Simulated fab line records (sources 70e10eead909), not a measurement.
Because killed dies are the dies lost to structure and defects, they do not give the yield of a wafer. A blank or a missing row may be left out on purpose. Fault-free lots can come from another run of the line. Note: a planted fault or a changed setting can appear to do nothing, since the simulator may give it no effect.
The tool behind it: which one?    flow nand harc    21 wafers from 7 lots sampled at 5 of the route's 1159 steps

== WHAT EACH GAUGE READ, for each wafer ==
NHARC_END_SORT_01.
lot   measured      on         killed at array
L324  day 21 06:13  prober-01  664 31 30

== TOOL THAT RAN EACH LOT (tool first, then ch and the chambers of the sampled wafers, then the start) ==
lot   NHARC_A_CONTACT_DEP_28         NHARC_A_M1_DEP_33                NHARC_A_BONDPAD_DEGAS_25      NHARC_HYBRID_BOND_ACTIVATE_00
L318  acl dep-02 ch 0, day 16 17:10  pecvd-04 ch 1,2, day 18 08:46    pvd sputter-01, day 18 11:44  rie diel-12 ch 2,3, day 18 13:32
L317  acl dep-02 ch 0, day 17 02:00  pecvd-04 ch 0,2, day 18 11:50    pvd sputter-03, day 18 14:46  rie diel-12 ch 0,2,3, day 18 16:29
L324  acl dep-03 ch 0, day 17 14:44  pecvd-01 ch 1,2, day 19 05:42    pvd sputter-03, day 19 08:37  rie diel-12 ch 0,2, day 19 10:21
L325  acl dep-02 ch 0, day 18 16:26  pecvd-02 ch 0,1,2, day 20 13:16  pvd sputter-02, day 20 16:11  rie diel-12 ch 1,2, day 20 18:11
L334  acl dep-01 ch 0, day 20 17:15  pecvd-02 ch 0,1,2, day 22 05:48  pvd sputter-01, day 22 08:29  rie diel-12 ch 1,2,3, day 22 10:23
L338  acl dep-03 ch 0, day 21 17:28  pecvd-01 ch 0,1,2, day 23 03:28  pvd sputter-03, day 23 06:22  rie diel-06 ch 0,2,3, day 23 08:46
L340  acl dep-03 ch 0, day 22 03:35  pecvd-04 ch 0,2, day 23 15:38    pvd sputter-02, day 23 18:29  rie diel-12 ch 0,1,2, day 23 20:13
- NHARC_A_CONTACT_DEP_28: deposits aC, target thk 3600 nm.
- NHARC_A_M1_DEP_33: deposits SiCN, target thk 30 nm.
- NHARC_A_BONDPAD_DEGAS_25: time 60 s.
- NHARC_HYBRID_BOND_ACTIVATE_00: chemistry N2, time 60 s.

== THE ANSWER, worked out from the rows above alone ==
Rule: usual is defined by the lots themselves. Put in order of their means at a reading, lots are off if they are a third of the lots or fewer, leave a main group of 4 or more, and stand apart from it by a gap of 3 or more times the standard deviation of the main group's means; of several such gaps the widest counts. A main group is skipped when, at the precision printed for the reading in the tables above, its means are all equal. A lot without any number at a reading at which 4 lots or more have one is off too. Where the step has rows for the other lots, those lots are counted as sound.
No lot is off on any of the readings shown, so nothing can be concluded from this.

== WHAT THE SIMULATOR HAD PUT IN ==
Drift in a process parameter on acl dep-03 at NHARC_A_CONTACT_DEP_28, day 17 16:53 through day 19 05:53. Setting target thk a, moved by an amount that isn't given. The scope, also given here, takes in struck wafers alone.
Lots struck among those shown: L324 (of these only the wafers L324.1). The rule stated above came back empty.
